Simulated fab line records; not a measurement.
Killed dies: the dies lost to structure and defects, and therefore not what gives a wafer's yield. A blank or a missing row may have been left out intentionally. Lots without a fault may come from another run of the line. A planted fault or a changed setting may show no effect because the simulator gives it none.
Chamber matching / flow n5-finfet / N5_BEOL_M6_CURE_74 on uv-cure-03: 3 sister chambers
The step cures SiCOH lowk, time 240 s. 6 wafers are shown with their chamber, then 12 later ones without.

## WAFERS, EACH WITH ITS CHAMBER
wafer=L080.2; chamber=0; wafer_temp_C_max=387.4; lamp-power-pct (%)=52.30
wafer=L080.6; chamber=0; wafer_temp_C_max=386.8; lamp-power-pct (%)=52.32
wafer=L084.3; chamber=2; wafer_temp_C_max=386.8; lamp-power-pct (%)=52.36
wafer=L084.5; chamber=2; wafer_temp_C_max=386.7; lamp-power-pct (%)=52.37
wafer=L086.3; chamber=1; wafer_temp_C_max=386.9; lamp-power-pct (%)=52.27
wafer=L086.6; chamber=1; wafer_temp_C_max=386.8; lamp-power-pct (%)=52.31

## WAFERS WITHOUT THEIR CHAMBER
wafer=L087.1; wafer_temp_C_max=386.8; lamp-power-pct (%)=52.27
wafer=L087.5; wafer_temp_C_max=386.6; lamp-power-pct (%)=52.31
wafer=L087.6; wafer_temp_C_max=386.3; lamp-power-pct (%)=52.23
wafer=L092.1; wafer_temp_C_max=386.8; lamp-power-pct (%)=52.32
wafer=L092.2; wafer_temp_C_max=387.2; lamp-power-pct (%)=52.27
wafer=L092.3; wafer_temp_C_max=387.3; lamp-power-pct (%)=52.29
wafer=L093.1; wafer_temp_C_max=387.0; lamp-power-pct (%)=52.31
wafer=L093.3; wafer_temp_C_max=387.6; lamp-power-pct (%)=52.26
wafer=L093.6; wafer_temp_C_max=387.2; lamp-power-pct (%)=52.29
wafer=L093.2; wafer_temp_C_max=387.3; lamp-power-pct (%)=52.33
wafer=L093.4; wafer_temp_C_max=387.1; lamp-power-pct (%)=52.29
wafer=L093.5; wafer_temp_C_max=387.0; lamp-power-pct (%)=52.39

## WHICH CHAMBER EACH WENT THROUGH
wafer=L087.1; from the rows above=can't be placed: 1 or 0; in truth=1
wafer=L087.5; from the rows above=can't be placed: 1 or 0 or 2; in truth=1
wafer=L087.6; from the rows above=can't be placed: 1 or 0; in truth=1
wafer=L092.1; from the rows above=can't be placed: 0 or 1 or 2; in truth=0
wafer=L092.2; from the rows above=can't be placed: 1 or 0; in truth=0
wafer=L092.3; from the rows above=can't be placed: 0 or 1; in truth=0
wafer=L093.1; from the rows above=can't be placed: 0 or 1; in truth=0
wafer=L093.3; from the rows above=can't be placed: 0 or 1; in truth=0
wafer=L093.6; from the rows above=can't be placed: 0 or 1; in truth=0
wafer=L093.2; from the rows above=can't be placed: 0 or 1 or 2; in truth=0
wafer=L093.4; from the rows above=can't be placed: 1 or 0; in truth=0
wafer=L093.5; from the rows above=2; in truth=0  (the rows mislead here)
Correctly placed: 0 of 12. Can't be placed from these rows: 11 (the true chamber is among the candidates in 11). 1 placed wrongly.
How it was worked out, from the rows above alone: a wafer's distance from a chamber is the root of the sum, over the readings, of the square of ((its reading less the chamber's mean) divided by the reading's scatter). The wafer belongs to the nearest chamber; if the next one is less than 2 further off, it can't be placed. A chamber's mean is the mean of its shown wafers. How the scatter is found: for the shown wafers, subtract from each reading the mean of its chamber, square and add these, divide the total by (wafers less chambers), then take the root.
